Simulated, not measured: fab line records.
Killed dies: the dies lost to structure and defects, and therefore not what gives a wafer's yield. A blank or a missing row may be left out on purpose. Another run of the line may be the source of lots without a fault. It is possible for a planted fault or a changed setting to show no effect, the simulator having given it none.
Chamber matching    flow nand-harc    NHARC_A_CHANNEL_FILL_D1_ALD_14 on ald-hk-01: 4 sister chambers
The step deposits SiO2, target thk 2.5 nm, pulse time 10 s, ald cycles 25. 14 wafers are shown with their chamber, then 7 later ones without.

WAFERS PAIRED WITH THEIR CHAMBERS
wafer   chamber  heater-power-w (W)  precursor-pulse-height-rel
L370.4  0        401                 0.994
L370.5  1        460                 0.998
L370.6  0        411                 0.993
L383.2  2        563                 0.971
L383.5  2        589                 0.997
L383.6  3        387                 1.008
L385.3  1        443                 1.005
L385.5  2        593                 0.987
L385.6  3        381                 0.990
L386.1  0        415                 1.014
L386.2  3        387                 0.999
L386.4  2        581                 0.983
L389.3  0        418                 0.962
L389.5  2        576                 1.017

SIGNATURES (averages over the wafers above)
reading                     chamber 0  chamber 1  chamber 2  chamber 3  scatter within a chamber
heater-power-w              411.25     451.50     580.40     385.00     9.43
precursor-pulse-height-rel  0.99075    1.00150    0.99100    0.99900    0.0166
Rule: distance of a wafer from a chamber = root of the sum over the readings of ((wafer's reading minus chamber's mean) / reading's scatter) squared. If the next closest chamber is less than 2 further off than the closest, the wafer can't be placed; otherwise it belongs to the closest. The scatter: take each reading less its chamber's mean, square it, sum over the shown wafers, divide by the number of wafers less the number of chambers, and take the root.

WAFERS WITH NO CHAMBER GIVEN
wafer   heater-power-w (W)  precursor-pulse-height-rel
L389.6  452                 0.971
L390.1  387                 1.038
L390.2  422                 0.989
L390.6  376                 0.984
L391.1  416                 1.012
L391.2  591                 1.006
L391.6  437                 0.992

WHICH CHAMBER EACH ONE RAN IN
wafer   from the rows above      in truth
L389.6  1                        1
L390.1  can't be placed: 3 or 0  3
L390.2  0                        0
L390.6  3                        3
L391.1  0                        0
L391.2  2                        2
L391.6  can't be placed: 1 or 0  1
Placed correctly: 5 of 7. Not placeable from these rows: 2 (in 2, the candidates include the true chamber). Placed wrongly: 0.
